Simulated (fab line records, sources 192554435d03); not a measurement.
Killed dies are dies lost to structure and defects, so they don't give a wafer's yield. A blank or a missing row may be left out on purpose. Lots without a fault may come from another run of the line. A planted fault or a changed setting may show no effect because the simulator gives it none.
fab line records | flow n5_finfet
record lots=7 wafers=39
route steps=1938 shown BEOL_M12@1616 BEOL_M14@1762 PASSIVATION@1910
start_h: hours from the record's first day to the start of the lot's first wafer shown | wait_h: hours since the lot's step before | " the same as in the row above | L1.1+2: a row that stands for several wafers | - no value, or no start given | * or withheld: withheld | < > ~ a bound
route shown NAME@n: a module of which the file shows steps, and the number in the route of the first | usual: mean/standard deviation of fault-free wafers | same: alike in all rows | chamber/n: place in a boat | sites: the reading at each site | _std_site: their standard deviation | _edge_site: outer sites' mean less inner sites' | radius_mm: how far each site lies from the wafer's centre | mask NAME#n: copy n | behind: the tool/chamber that last shaped the wafer | hold: why the lot was held/for how many hours/how that ended | device: the transistor (n, p or np) that didn't switch | end of line: the same wafers' tests at the end of the route | a step without rows: its recipe alone | killed: dies lost to structure and defects at the first sort, not the wafer's yield | map: a wafer's dies, x killed, . not, _ none there
set.NAME: the setting as run; set.NAME@STEP: as run at that earlier step | model.NAME: the simulator's own value behind a step, which no gauge read
lots whose settings were changed on purpose; a table a step, a row a wafer
## steps
# step N5_BEOL_M12_ETCH_59
# recipe chemistry=N2/H2 target=BARC target_depth_a=890 overetch_a=267 time_s=67.9 ion_energy_ev=200 pressure_mtorr=30 source_w=840 bias_w=150 n2_flow_sccm=200 h2_flow_sccm=200
# columns lot.wafer tool chamber start_h wait_h set.target_depth_a model.coat_of_BEOL_M12_COAT_04.thk_nm
L075.1 rie_diel-01 3 232.14 0.0 890 320.8
L075.2+6 " 0,1 " " 890 317.8
L075.3 " 2 " " 890 318
L075.4 " 1 " " 890 317
L075.5 " 2 " " 890 317.4
L077.1 rie_diel-01 1 251.88 0.0 890 317.8
L077.2 " 3 " " 890 320.8
L077.6 " 1 " " 890 317.2
L078.1 rie_diel-01 1 255.69 0.0 890 316.6
L078.2 " 2 " " 1097 306
L078.3 " 0 " " 1097 308.4
L078.4 " 3 " " 1097 307.4
L078.5 " 2 " " 890 317.4
L078.6 " 1 " " 890 317.6
L082.1+6 rie_diel-01 1 287.77 0.0 1199 297
L082.2 " 0 " " 890 318
L082.3 " 3 " " 890 320.2
L082.4 " 2 " " 1199 298
L082.5 " 2 " " 890 315
L083.1 rie_diel-01 2 295.41 0.0 890 317
L083.2 " 0 " " 890 319
L083.3 " 1 " " 890 316.2
L083.4 " 3 " " 890 320
L083.5 " 0 " " 890 318.8
L083.6 " 3 " " 890 319.6
L087.1 rie_diel-01 3 304.19 0.0 890 321.8
L087.2+5 " 2 " " 890 318.4
L087.3 " 1 " " 890 317
L087.4 " 0 " " 890 320.4
L087.6 " 1 " " 890 316.8
L093.1 rie_diel-03 0 347.88 0.0 890 317.2
L093.2 " 2 " " 890 320
L093.3 " 1 " " 890 319.4
L093.4 " 3 " " 890 316
L093.5 " 1 " " 890 317.8
L093.6 " 0 " " 890 316.6
# step N5_BEOL_M14_SPUTTER_43
# recipe material=TaN target_thk_a=150 temp_c=50 bias_v=168.6 power_w=15000 chamber_pressure_pa=0.12 time_s=24.19
# columns lot.wafer tool chamber start_h wait_h set.target_thk_a model.TaN_of_BEOL_M14_SPUTTER_43.thk_nm
L075.1 pvd_sputter-02 - 252.33 0.0 194.8 19.4
L075.2+3 " - " " 150 14.8
L075.4 " - " " 150 14.6
L075.5+6 " - " " 194.8 19.2
L077.1+6 pvd_sputter-03 - 267.20 0.0 150 15.2
L077.2 " - " " 150 15
L078.1+4+5 pvd_sputter-01 - 272.76 0.0 175.4 17.4
L078.2+6 " - " " 150 14.8
L078.3 " - " " 150 15
L082.1+2 pvd_sputter-01 - 299.99 0.0 150 15
L082.3+6 " - " " 70.36 7
L082.4 " - " " 70.36 6.8
L082.5 " - " " 150 14.8
L083.1+3+5 pvd_sputter-02 - 311.76 0.0 150 15
L083.2+6 " - " " 117.2 11.8
L083.4 " - " " 117.2 11.6
L087.1+5 pvd_sputter-01 - 324.17 0.0 150 15
L087.2+4+6 " - " " 150 15.2
L087.3 " - " " 150 15.4
L093.1 pvd_sputter-03 - 374.61 0.0 201.8 20.2
L093.2+4 " - " " 201.8 20.4
L093.3+5 " - " " 150 15
L093.6 " - " " 150 15.2
# step N5_BEOL_M14_SPUTTER_44
# recipe material=Ta target_thk_a=150 temp_c=50 bias_v=80 power_w=15000 chamber_pressure_pa=0.07 time_s=24.19
# step N5_BEOL_M14_SPUTTER_45
# recipe material=Cu target_thk_a=1000 temp_c=-20 bias_v=60 power_w=26000 chamber_pressure_pa=0.13 time_s=16.67
# step N5_BEOL_M14_ECD_47
# recipe material=Cu target_thk_a=12480
# step N5_BEOL_M14_ANNEAL_48
# recipe temp_c=225 time_s=90 ambient=N2
# step N5_BEOL_M14_CMP_49
# recipe stop_on=SiO2 t_overpolish_s=5.2 down_force_psi=2 platen_rpm=80 clearing_platen_down_force_psi=2 clearing_platen_rpm=80 post_cmp_clean=cu_alkaline target_thk_nm=560 clearing_platen_pad_velocity_m_s=1.5917 pad_velocity_m_s=1.5917
# usual barrier_field_endpoint_s=11.49/0.26
# columns lot.wafer tool chamber start_h wait_h set.target_thk_a@BEOL_M14_SPUTTER_43 barrier_field_endpoint_s
L075.3 cmp-01 0 253.36 0.3 150 12.10
L075.2 " 1 " " 150 11.88
L075.4 " 2 " " 150 11.49
L075.1 " 3 " " 194.8 13.69
L075.6 " 0 " " 194.8 13.62
L075.5 " 1 " " 194.8 13.29
L077.2 cmp-02 2 268.37 0.3 150 12.12
L077.1 " 3 " " 150 11.59
L077.6 " 0 " " 150 11.83
L078.2 cmp-02 0 273.57 0.2 150 11.36
L078.4 " 1 " " 175.4 12.02
L078.1 " 2 " " 175.4 12.54
L078.3 " 3 " " 150 11.32
L078.5 " 0 " " 175.4 12.44
L078.6 " 1 " " 150 11.32
L082.2 cmp-01 2 300.76 0.2 150 11.91
L082.3 " 3 " " 70.36 8.83
L082.1 " 0 " " 150 12.02
L082.4 " 1 " " 70.36 8.51
L082.6 " 2 " " 70.36 8.76
L082.5 " 3 " " 150 11.83
L083.4 cmp-02 0 312.53 0.1 117.2 10.20
L083.3 " 1 " " 150 11.34
L083.2 " 2 " " 117.2 10.21
L083.1 " 3 " " 150 11.38
L083.6 " 0 " " 117.2 10.22
L083.5 " 1 " " 150 11.50
L087.4 cmp-01 0 324.94 0.1 150 11.63
L087.2 " 1 " " 150 11.56
L087.3 " 2 " " 150 11.78
L087.1 " 3 " " 150 11.50
L087.5 " 0 " " 150 11.59
L087.6 " 1 " " 150 11.73
L093.4 cmp-02 1 375.42 0.1 201.8 13.57
L093.3 " 2 " " 150 11.81
L093.1 " 3 " " 201.8 13.47
L093.2 " 0 " " 201.8 13.42
L093.5 " 1 " " 150 11.32
L093.6 " 2 " " 150 11.55
# step N5_PASSIVATION_ETCH_59
# recipe chemistry=Cl2/BCl3 target=TaN target_depth_a=650 time_s=34.9 ion_energy_ev=100 pressure_mtorr=10 icp_w=900 bias_w=100 Cl2_flow_sccm=60 bcl3_flow_sccm=30
# columns lot.wafer tool chamber start_h wait_h set.time_s model.etch.depth_nm
L075.1 rie_metal-01 0 273.69 0.3 34.9 66.62
L075.2 " 1 " " 34.9 63.29
L075.3 " 0 " " 25.64 48.44
L075.4 " 1 " " 25.64 46.47
L075.5 " 1 " " 34.9 63.22
L075.6 " 0 " " 25.64 48.24
L077.1 rie_metal-03 1 284.54 0.3 34.9 64.35
L077.2 " 0 " " 34.9 64.8
L077.6 " 1 " " 34.9 63.94
L078.1 rie_metal-02 0 289.43 0.3 34.9 68.38
L078.2 " 1 " " 34.9 67.94
L078.3 " 1 " " 34.9 67.37
L078.4 " 0 " " 34.9 68.64
L078.5 " 1 " " 34.9 68.54
L078.6 " 0 " " 34.9 68.02
L082.1+4 rie_metal-02 0,1 319.88 0.3 34.9 67.05
L082.2 " 1 " " 34.9 66.83
L082.3 " 0 " " 34.9 66.81
L082.5 " 1 " " 34.9 67.24
L082.6 " 0 " " 34.9 67.41
L083.1 rie_metal-03 1 332.50 0.3 55.44 100.9
L083.2 " 0 " " 34.9 64.42
L083.3 " 0 " " 55.44 103.2
L083.4 " 1 " " 34.9 63.46
L083.5 " 0 " " 34.9 64.25
L083.6 " 1 " " 55.44 101.6
L087.1 rie_metal-03 0 340.68 0.3 34.9 64.4
L087.2 " 1 " " 21.26 39.1
L087.3 " 1 " " 34.9 64.43
L087.4 " 0 " " 34.9 64.63
L087.5 " 0 " " 21.26 39.31
L087.6 " 1 " " 21.26 39.55
L093.1 rie_metal-02 1 399.81 0.3 15.96 30.52
L093.2 " 0 " " 34.9 66.73
L093.3 " 0 " " 15.96 30.69
L093.4 " 1 " " 34.9 67.5
L093.5 " 0 " " 34.9 66.94
L093.6 " 1 " " 15.96 30.73
## key
split step=N5_BEOL_M12_ETCH_59 setting=target_depth_a stated=890 by=wafer
response step=N5_BEOL_M12_ETCH_59 reading=model.coat_of_BEOL_M12_COAT_04.thk_nm change=-0.538 per=1% r=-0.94
split step=N5_BEOL_M14_SPUTTER_43 setting=target_thk_a stated=150 by=wafer
response step=N5_BEOL_M14_SPUTTER_43 reading=model.TaN_of_BEOL_M14_SPUTTER_43.thk_nm change=+0.151 per=1% r=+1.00
response step=N5_BEOL_M14_CMP_49 reading=barrier_field_endpoint_s change=+0.0585 per=1% r=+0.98
split step=N5_PASSIVATION_ETCH_59 setting=time_s stated=34.9 by=wafer
response step=N5_PASSIVATION_ETCH_59 reading=model.etch.depth_nm change=+0.652 per=1% r=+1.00
